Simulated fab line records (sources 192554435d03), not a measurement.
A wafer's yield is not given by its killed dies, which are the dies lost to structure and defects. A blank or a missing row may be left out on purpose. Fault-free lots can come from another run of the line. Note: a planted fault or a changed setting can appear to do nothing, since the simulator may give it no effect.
fab line records -- flow n5Finfet
[record] lots = 10, wafers = 30, lastDay = 18
route steps=1938 shown BEOL_M2@842 BEOL_M4@1111 PASSIVATION@1936
lots with no fault: from the same line, run without faults
startH: start of the lot's first displayed wafer, in hours after the record's first day -- waitH: hours elapsed since this lot's preceding step -- " as in the row above -- L1.1+2: one row covering several wafers at once -- - either no value or no given start -- * or withheld: withheld -- < > ~ a bound
route shown NAME@n: a module of which the file shows steps, and the number in the route of the first -- usual: mean/standard deviation of fault-free wafers -- same: alike in all rows -- chamber/n: place in a boat -- sites: the reading at each site -- _std_site: standard deviation across them -- _edge_site: mean of outer sites minus mean of inner sites -- radiusMm: for every site, how far away it sits from the centre of the wafer -- mask NAME#n: copy n -- behind: the last tool/chamber to shape the wafer -- hold: reason for holding the lot/hours on hold/outcome of the hold -- device: whichever transistor did not switch (one of n, p or np) -- end of line: the same wafers' tests at the end of the route -- for a step that has no rows: nothing shown but its recipe -- killed: dies that structure and defects cost at the first sort, which is not the same as the wafer's yield -- map: per-die view of a wafer (x killed, . not killed, _ where there is no die)
set.NAME: setting as actually run; set.NAME@STEP: the setting as run at that earlier step -- model.NAME: the simulator's own value behind a step, which no gauge read
steps of the route over a sample of lots; a table a step, a row a wafer
services: from which hour (startH, from the record's first day; less than 0 if before it) a tool's chamber was out of use, for how many hours, and why
[[steps]]
[step N5_BEOL_M2_THK_MEAS_01]
[recipe] reads = SiOC_of_BEOL_M2_ILD_DEP_00
[usual] M2_ILD_THK = 79.7/1.2
lot.wafer,tool,chamber,startH,waitH,M2_ILD_THK[nm]
L938.3,filmMetro-02,-,127.41,0.1,79.6
L938.4,filmMetro-02,-,127.41,0.1,79.9
L938.6,filmMetro-02,-,127.41,0.1,80.8
L941.1,filmMetro-01,-,154.41,0.1,76.0
L941.2,filmMetro-01,-,154.41,0.1,76.7
L941.6,filmMetro-01,-,154.41,0.1,77.6
L944.1,filmMetro-01,-,179.79,0.0,79.7
L944.2,filmMetro-01,-,179.79,0.0,79.7
L944.3,filmMetro-01,-,179.79,0.0,78.9
L946.4,filmMetro-02,-,183.29,0.1,78.5
L946.5,filmMetro-02,-,183.29,0.1,78.2
L946.6,filmMetro-02,-,183.29,0.1,78.9
L947.3,filmMetro-02,-,186.44,0.1,78.8
L947.4,filmMetro-02,-,186.44,0.1,80.8
L947.6,filmMetro-02,-,186.44,0.1,79.8
L948.1,filmMetro-01,-,196.30,0.0,79.1
L948.4,filmMetro-01,-,196.30,0.0,81.1
L948.6,filmMetro-01,-,196.30,0.0,79.9
L954.2,filmMetro-02,-,224.95,0.1,78.4
L954.4,filmMetro-02,-,224.95,0.1,80.8
L954.6,filmMetro-02,-,224.95,0.1,80.7
L957.2,filmMetro-02,-,241.65,0.1,80.0
L957.4,filmMetro-02,-,241.65,0.1,80.7
L957.5,filmMetro-02,-,241.65,0.1,81.5
L955.2,filmMetro-01,-,249.79,0.1,78.8
L955.4,filmMetro-01,-,249.79,0.1,80.7
L955.5,filmMetro-01,-,249.79,0.1,80.2
L961.2,filmMetro-01,-,270.58,0.1,79.0
L961.3,filmMetro-01,-,270.58,0.1,80.3
L961.5,filmMetro-01,-,270.58,0.1,80.7
[step N5_BEOL_M2_COAT_22]
[recipe] resist = CAR-EUV, spinRpm = 1500, resistThkNm = 30
[usual] spinSpeedRpm = 1500.2/1.4
lot.wafer,tool,chamber,startH,waitH,spinSpeedRpm
L938.3,lithoTrack-01,0,130.97,-,1499.4
L938.4,lithoTrack-01,0,130.97,-,1499.4
L938.6,lithoTrack-01,0,130.97,-,1500.7
L941.1,lithoTrack-01,0,158.61,-,1501.2
L941.2,lithoTrack-01,0,158.61,-,1502.2
L941.6,lithoTrack-01,0,158.61,-,1501.8
L944.1,lithoTrack-01,0,181.76,-,1501.9
L944.2,lithoTrack-01,0,181.76,-,1502.5
L944.3,lithoTrack-01,0,181.76,-,1500.4
L946.4,lithoTrack-04,0,186.30,-,1500.9
L946.5,lithoTrack-04,0,186.30,-,1500.8
L946.6,lithoTrack-04,0,186.30,-,1501.7
L947.3,lithoTrack-01,0,189.61,-,1498.6
L947.4,lithoTrack-01,0,189.61,-,1499.0
L947.6,lithoTrack-01,0,189.61,-,1499.9
L948.1,lithoTrack-04,0,198.34,-,1499.4
L948.4,lithoTrack-04,0,198.34,-,1500.5
L948.6,lithoTrack-04,0,198.34,-,1499.0
L954.2,lithoTrack-01,0,228.42,-,1568.4
L954.4,lithoTrack-01,0,228.42,-,1569.0
L954.6,lithoTrack-01,0,228.42,-,1568.4
L957.2,lithoTrack-01,0,243.05,-,1570.3
L957.4,lithoTrack-01,0,243.05,-,1569.2
L957.5,lithoTrack-01,0,243.05,-,1570.0
L955.2,lithoTrack-04,0,251.65,-,1500.5
L955.4,lithoTrack-04,0,251.65,-,1501.6
L955.5,lithoTrack-04,0,251.65,-,1501.6
L961.2,lithoTrack-02,0,272.06,-,1499.6
L961.3,lithoTrack-02,0,272.06,-,1501.4
L961.5,lithoTrack-02,0,272.06,-,1500.0
[step N5_BEOL_M2_OVL_MEAS_29]
[recipe] pointsPerWafer = 522
[usual] V1_OVL = 0.4/0.77
lot.wafer,tool,chamber,startH,waitH,V1_OVL[nm]
L938.3,overlay-01,0,131.28,0.0,-1.1
L938.4,overlay-01,0,131.28,0.0,0.5
L938.6,overlay-01,0,131.28,0.0,0.5
L941.1,overlay-01,0,159.04,0.0,0.9
L941.2,overlay-01,0,159.04,0.0,-0.2
L941.6,overlay-01,0,159.04,0.0,0.2
L944.1,overlay-01,0,182.20,0.0,-0.7
L944.2,overlay-01,0,182.20,0.0,-0.8
L944.3,overlay-01,0,182.20,0.0,-0.5
L946.4,overlay-01,0,186.75,0.0,0.8
L946.5,overlay-01,0,186.75,0.0,-0.8
L946.6,overlay-01,0,186.75,0.0,-0.2
L947.3,overlay-02,0,190.05,0.0,0.8
L947.4,overlay-02,0,190.05,0.0,0.3
L947.6,overlay-02,0,190.05,0.0,-0.3
L948.1,overlay-02,0,198.65,0.0,1.2
L948.4,overlay-02,0,198.65,0.0,0.5
L948.6,overlay-02,0,198.65,0.0,1.3
L954.2,overlay-02,0,228.86,0.0,0.9
L954.4,overlay-02,0,228.86,0.0,0.9
L954.6,overlay-02,0,228.86,0.0,1.0
L957.2,overlay-02,0,243.50,0.0,-1.1
L957.4,overlay-02,0,243.50,0.0,-0.7
L957.5,overlay-02,0,243.50,0.0,0.9
L955.2,overlay-02,0,251.96,0.0,0.7
L955.4,overlay-02,0,251.96,0.0,0.2
L955.5,overlay-02,0,251.96,0.0,-0.3
L961.2,overlay-02,0,272.49,0.0,-0.6
L961.3,overlay-02,0,272.49,0.0,-0.9
L961.5,overlay-02,0,272.49,0.0,-0.1
[step N5_BEOL_M2_DESCUM_33]
[recipe] chemistry = O2, timeS = 7, sourcePowerW = 50, biasPowerW = 20, pressureMtorr = 20, rfFrequencyHz = 2.712e+07, tempC = 40, resist = CAR-EUV, o2FlowSccm = 225
[usual] drypumpMotorCurrentA = 5.7/0.47, oesProductAu = 0.80/0.062, rfVppV = 243.1/1.5, showerheadPlenumPTorr = 2.07/0.074, tempC = 39.99/0.12, throttleValvePct = 20.35/0.12
lot.wafer,tool,chamber,startH,waitH,drypumpMotorCurrentA,oesProductAu,rfHoursCounterH,rfVppV,showerheadPlenumPTorr,tempC,throttleValvePct
L938.3,rieDiel-02,3,131.36,0.0,5.9,0.77,118,246.6,2.20,40.12,20.13
L938.4,rieDiel-02,3,131.36,0.0,5.9,0.77,-,244.1,2.20,39.97,20.12
L938.6,rieDiel-02,1,131.36,0.0,6.1,0.77,-,242.7,2.00,39.89,20.36
L941.1,rieDiel-02,3,159.14,0.0,5.9,0.77,128,244.5,2.20,40.05,20.14
L941.2,rieDiel-02,0,159.14,0.0,5.2,0.70,187,242.1,2.07,40.03,20.38
L941.6,rieDiel-02,3,159.14,0.0,5.9,0.77,-,244.8,2.20,39.99,20.12
L944.1,rieDiel-01,3,182.29,0.0,6.2,0.77,115,240.9,2.02,39.68,20.39
L944.2,rieDiel-01,2,182.29,0.0,5.6,0.77,129,244.1,2.11,39.99,20.44
L944.3,rieDiel-01,0,182.29,0.0,6.2,0.83,67,240.9,2.03,39.89,20.34
L946.4,rieDiel-02,1,186.83,0.0,6.2,0.77,144,241.6,1.99,40.19,20.41
L946.5,rieDiel-02,0,186.83,0.0,5.2,0.69,-,243.3,2.06,40.14,20.41
L946.6,rieDiel-02,1,186.83,0.0,6.1,0.77,-,242.6,1.99,39.89,20.40
L947.3,rieDiel-02,0,190.13,0.0,5.2,0.69,199,244.1,2.06,40.09,20.39
L947.4,rieDiel-02,1,190.13,0.0,6.1,0.75,145,242.2,1.99,39.87,20.41
L947.6,rieDiel-02,2,190.13,0.0,5.7,0.87,-,241.3,2.02,40.00,20.40
L948.1,rieDiel-04,2,198.74,0.0,4.7,0.88,48,243.9,2.12,40.07,20.16
L948.4,rieDiel-04,2,198.74,0.0,4.7,0.88,-,244.4,2.12,40.22,20.13
L948.6,rieDiel-04,0,198.74,0.0,6.1,0.86,-,242.8,2.02,39.98,20.21
L954.2,rieDiel-02,3,228.94,0.0,5.9,0.74,154,245.1,2.19,40.06,20.15
L954.4,rieDiel-02,0,228.94,0.0,5.2,0.68,214,242.9,2.06,39.94,20.44
L954.6,rieDiel-02,0,228.94,0.0,5.2,0.69,-,242.3,2.06,40.12,20.41
L957.2,rieDiel-01,2,243.78,0.2,5.6,0.76,147,242.5,2.10,40.13,20.47
L957.4,rieDiel-01,0,243.78,0.2,6.2,0.80,90,241.7,2.02,39.76,20.38
L957.5,rieDiel-01,2,243.78,0.2,5.6,0.76,-,243.9,2.10,40.16,20.47
L955.2,rieDiel-01,0,252.08,0.1,6.2,0.81,92,242.1,2.02,39.93,20.38
L955.4,rieDiel-01,1,252.08,0.1,5.0,0.88,25,246.5,2.25,39.93,20.50
L955.5,rieDiel-01,3,252.08,0.1,6.2,0.76,-,240.1,2.01,39.94,20.43
L961.2,rieDiel-04,1,272.58,0.0,5.3,0.73,174,240.7,2.00,39.80,20.53
L961.3,rieDiel-04,2,272.58,0.0,4.7,0.84,79,245.3,2.11,40.01,20.19
L961.5,rieDiel-04,1,272.58,0.0,5.4,0.73,-,241.5,2.00,39.87,20.53
[step N5_BEOL_M4_RC_MEAS_101]
[usual] DIBL_N = 36.0/2, DIBL_P = 36.2/2.2, IOFF_N = 0.16/0.034, IOFF_P = 0.21/0.04, ION_N = 675/12, ION_P = 463/7.2, SS_N = 71.6/0.6, SS_P = 73.3/0.67, VT_N = 250/3, VT_P = -251/3.4
lot.wafer,tool,chamber,startH,waitH,DIBL_N[mV/V],DIBL_P[mV/V],IOFF_N[nA/um],IOFF_P[nA/um],ION_N[uA/um],ION_P[uA/um],SS_N[mV/dec],SS_P[mV/dec],VT_N[mV],VT_P[mV]
L938.3,prober-02,0,169.71,0.3,37.7,36.6,0.17,0.21,670,452,72.3,74.3,251,-252
L938.4,prober-02,0,169.71,0.3,35.6,34.6,0.12,0.18,662,457,72.2,73.1,253,-255
L938.6,prober-02,0,169.71,0.3,35.6,34.4,0.14,0.18,650,451,71.8,73.6,250,-256
L941.1,prober-02,0,193.11,0.0,36.7,38.3,0.18,0.23,680,465,71.9,72.7,249,-249
L941.2,prober-02,0,193.11,0.0,34.7,36.3,0.15,0.20,669,461,71.4,72.7,251,-252
L941.6,prober-02,0,193.11,0.0,35.8,37.5,0.16,0.21,669,460,71.4,72.5,248,-252
L944.1,prober-02,0,217.79,0.0,35.0,36.6,0.15,0.19,669,457,71.6,72.8,250,-255
L944.2,prober-02,0,217.79,0.0,35.8,36.6,0.16,0.18,675,455,72.2,73.2,249,-254
L944.3,prober-02,0,217.79,0.0,33.0,33.8,0.13,0.15,671,454,70.9,72.9,252,-257
L946.4,prober-01,0,221.73,0.5,36.0,34.2,0.13,0.16,669,453,71.8,73.8,254,-255
L946.5,prober-01,0,221.73,0.5,38.7,37.7,0.18,0.20,673,453,72.5,73.7,253,-253
L946.6,prober-01,0,221.73,0.5,37.0,36.6,0.14,0.19,679,460,72.0,73.5,252,-254
L947.3,prober-01,0,227.74,0.3,34.5,35.0,0.14,0.21,673,467,70.8,72.9,249,-248
L947.4,prober-01,0,227.74,0.3,34.3,34.6,0.13,0.20,668,465,70.4,72.5,252,-251
L947.6,prober-01,0,227.74,0.3,34.4,34.0,0.13,0.18,670,460,71.1,72.6,252,-251
L948.1,prober-02,0,234.64,0.0,35.9,37.2,0.18,0.21,686,464,71.9,73.5,248,-253
L948.4,prober-02,0,234.64,0.0,36.1,37.2,0.19,0.22,687,464,71.7,73.9,248,-251
L948.6,prober-02,0,234.64,0.0,36.6,37.4,0.19,0.22,688,462,72.1,73.7,248,-252
L954.2,prober-01,0,269.60,0.2,37.9,38.1,0.19,0.26,691,474,72.3,73.6,248,-245
L954.4,prober-01,0,269.60,0.2,37.9,37.8,0.19,0.26,697,472,72.0,73.1,245,-245
L954.6,prober-01,0,269.60,0.2,36.9,36.9,0.17,0.23,681,464,71.6,73.2,248,-249
L957.2,prober-02,0,275.28,0.2,35.3,36.7,0.16,0.24,681,470,71.8,73.5,248,-247
L957.4,prober-02,0,275.28,0.2,39.6,39.8,0.24,0.31,696,475,73.1,74.0,248,-246
L957.5,prober-02,0,275.28,0.2,34.0,33.5,0.14,0.20,660,460,71.3,72.9,251,-250
L955.2,prober-02,0,279.87,0.2,34.0,35.0,0.12,0.19,664,466,70.8,73.1,256,-253
L955.4,prober-02,0,279.87,0.2,35.0,35.1,0.13,0.19,669,453,71.7,73.5,253,-253
L955.5,prober-02,0,279.87,0.2,33.0,33.5,0.11,0.17,653,459,70.2,72.1,256,-252
L961.2,prober-01,0,317.14,0.2,34.0,33.6,0.12,0.18,669,459,71.1,73.0,253,-252
L961.3,prober-01,0,317.14,0.2,35.2,34.5,0.14,0.19,666,456,71.7,73.5,252,-254
L961.5,prober-01,0,317.14,0.2,35.9,34.8,0.15,0.19,673,456,71.7,72.7,250,-253
[step N5_PASSIVATION_PROBE_49]
[usual] defectLimitedYield = 91.5/1.5, killed_at_M0_to_M3 = 33/10, killed_at_M4_up = 15/6.4, killedAtContacts = 12/5.4, killedAtFrontEnd = 38/9.8, killedAtOther = 4/3.1, killedDies = 101/18, killedOpen = 67/14, killedShort = 33/7.9, sort_bin_5_function = 5.0/1, sort_bin_6_memory = 3.2/0.67, sortNPass = 1079/18, sortYieldPct = 91.5/1.5
[same] grossDies = 1180, killedAtBackSide = 0, sort_bin_4_leakage[%] = 0, sort_bin_8_speed[%] = 0
lot.wafer,tool,chamber,startH,waitH,defectLimitedYield[%],killed_at_M0_to_M3,killed_at_M4_up,killedAtContacts,killedAtFrontEnd,killedAtOther,killedDies,killedOpen,killedShort,sort_bin_5_function[%],sort_bin_6_memory[%],sortNPass,sortYieldPct[%]
L944.1,prober-02,-,337.80,0.0,92.6,24,13,7,37,6,87,57,29,4.8,2.1,1093,92.6
L944.2,prober-02,-,337.85,0.1,90.5,24,32,14,39,3,112,81,29,5.8,3.3,1068,90.5
L944.3,prober-02,-,337.90,0.1,89.2,45,29,13,38,3,128,93,33,6.7,4.0,1052,89.2
// killed by level:class
L944.1 STI_FIN_REVEAL:geometricParticle:open=13 BEOL_M4:geometricParticle:open=8 MOL_CONTACT_COAG:geometricParticle:open=7 BEOL_M0_SAQP:geometricParticle:short=6 BEOL_M3:geometricParticle:open=5 FIN_SAQP:geometricParticle:open=4 STARTING-WAFER:geometricParticle:open=4 FIN_SAQP:geometricParticle:short=3
L944.2 BEOL_M4:geometricParticle:open=21 MOL_CONTACT_COAG:geometricParticle:open=13 FIN_SAQP:geometricParticle:open=10 FIN_SAQP:geometricParticle:short=8 STI_FIN_REVEAL:geometricParticle:open=7 BEOL_M3:geometricParticle:open=5 STARTING-WAFER:geometricParticle:short=5 BEOL_M0_SAQP:geometricParticle:open=4
L944.3 BEOL_M3:geometricParticle:open=13 BEOL_M4:geometricParticle:open=12 MOL_CONTACT_COAG:geometricParticle:open=12 BEOL_M0_SAQP:geometricParticle:open=8 BEOL_M0_SAQP:geometricParticle:short=8 GATE_CUT:geometricParticle:short=6 FIN_SAQP:geometricParticle:short=5 STI_FIN_REVEAL:geometricParticle:open=5
[[services]]
tool,chamber,startH,hours,kind
rieDiel-01,3,123.27,6.5,repair
rieDiel-02,0,128.23,12.0,repair
rieDiel-04,-,131.45,0.3,repair
rieDiel-01,1,162.05,-,clean
rieDiel-01,1,162.05,-,consumableReplace:focusRing
rieDiel-01,1,162.05,-,consumableReplace:showerhead
rieDiel-01,1,162.05,22.6,scheduledDown
rieDiel-01,1,162.05,22.6,ventCycle
rieDiel-01,-,196.61,0.9,repair
rieDiel-04,3,198.02,17.3,repair
rieDiel-02,2,220.41,6.5,repair
rieDiel-04,1,221.06,3.8,repair
rieDiel-01,2,231.74,9.0,repair
[[key]]
[firstSign] step = N5_BEOL_M2_COAT_22, reading = spinSpeedRpm, direction = up, sigmas = 49, usual = *, struck = *
effect none on later readings
metAt N5_BEOL_M2_COAT_22
struckLots L954,L957
notActingAt N5_BEOL_M2_THK_MEAS_01,N5_BEOL_M2_OVL_MEAS_29,N5_BEOL_M2_DESCUM_33
onsetBetween 189.61 228.42
[fault] kind = processParameterDrift, tool = lithoTrack-01, chamber = -, onsetH = 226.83, steps = N5_BEOL_M2_COAT_22, channel = spinRpm, offset = *, shape = step, endH = 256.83, actsIn = *, stated = *
